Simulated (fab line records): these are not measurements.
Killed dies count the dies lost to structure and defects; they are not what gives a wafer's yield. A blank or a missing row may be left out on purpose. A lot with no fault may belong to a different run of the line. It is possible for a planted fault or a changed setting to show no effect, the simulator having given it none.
Problem report, 8D (eight disciplines) form, completed by code + flow nandHarc + the parts of the form that need people (team, actions taken, sign-off) are left out

1. WHAT IS WRONG
At NHARC_A_ONON_D1_THK_MEAS_18, thkNm averages 895 nm over 3 wafers from 2 lots, while fault-free wafers read 1000 nm, standard deviation 8.4. Relative to the usual mean, that is a shift of -12 standard deviations.
The step: measures by ellipsometry.
Seen first at day 12 13:46 on filmMetro-02, wafer L515.1. The record holds 38 wafers of 13 lots with a number at this step. Rule for "out" (also "out of limits"): further than 4 standard deviations from the usual mean. The rest of the wafers with a number are treated as sound.

2. WHAT IT IS AND WHAT IT IS NOT
| question                    | is                     | is not                                                                                 |
|-----------------------------|------------------------|----------------------------------------------------------------------------------------|
| which readings at this step | thkNm                  | -                                                                                      |
| which lots                  | L515, L516             | L505, L506, L507, L508, L511, L512, L513, L523, L525, L526, L528                       |
| which wafers of those lots  | L515.1, L516.1, L516.6 | L515.2, L515.3                                                                         |
| read on which gauges        | filmMetro-02           | filmMetro-01                                                                           |
| when                        | from day 12 13:46      | up to then (23 sound wafers); but 12 sound wafers of L523, L525, L526, L528 came after |

3. SUSPECTS, AND WHAT RULES EACH OUT
Counting: any tool at a process step up to the reading remains a suspect provided it ran every lot that is out. Sound lots after the first of them don't rule it out here, since some wafers of a struck lot are sound.
- the gauge at NHARC_A_ONON_D1_THK_MEAS_18: kept. All the wafers that are out were read on filmMetro-02, and no step on other tools shows them out.
- pecvdOnon-04 at NHARC_A_ONON_D1_DEP_16 (target thk 1000 nm): kept. It processed each lot that is out (first: L515, day 12 13:14); up to then, its last sound lot is L513 (day 11 13:09).
What counting leaves: pecvdOnon-04 at NHARC_A_ONON_D1_DEP_16 and filmMetro-02 at NHARC_A_ONON_D1_THK_MEAS_18.

4. THE CAUSE (what the simulator had put in)
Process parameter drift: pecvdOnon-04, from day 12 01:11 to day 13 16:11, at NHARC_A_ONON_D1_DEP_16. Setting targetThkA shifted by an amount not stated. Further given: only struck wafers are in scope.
Counting left 2 suspects, and this tool is among them.

5. SEQUENCE OF EFFECTS, ordered by route
One row per reading whose mean, taken over the struck wafers that have a number, lies over 3 standard deviations from the usual. Readings are gone through only where the record gives a usual standard deviation; hours: the median, over the lots, of the time from a lot's start at the first step in this table giving one to that lot's start at this step; sigmas: the change measured in usual standard deviations.
| hours | step                        | reading | usual   | on struck wafers | change | sigmas |
|-------|-----------------------------|---------|---------|------------------|--------|--------|
| 0     | NHARC_A_ONON_D1_THK_MEAS_18 | thkNm   | 1000 nm | 895              | -105   | -12    |
At these later measuring or inspecting steps, every struck wafer for which the step has a row has a number for every such reading, and none has moved that far: NHARC_A_ONON_D1_INSPECT_32.

6. WHAT WOULD HAVE CAUGHT IT SOONER
13 hours passed between the start of the fault at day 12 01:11 and the first reading out of limits at a measuring or inspecting step in this record, taken at day 12 13:46.
Lots out: 2; of these, L516 started NHARC_A_ONON_D1_DEP_16 on pecvdOnon-04 after day 12 13:46. Holding the tool at that time would have saved it.
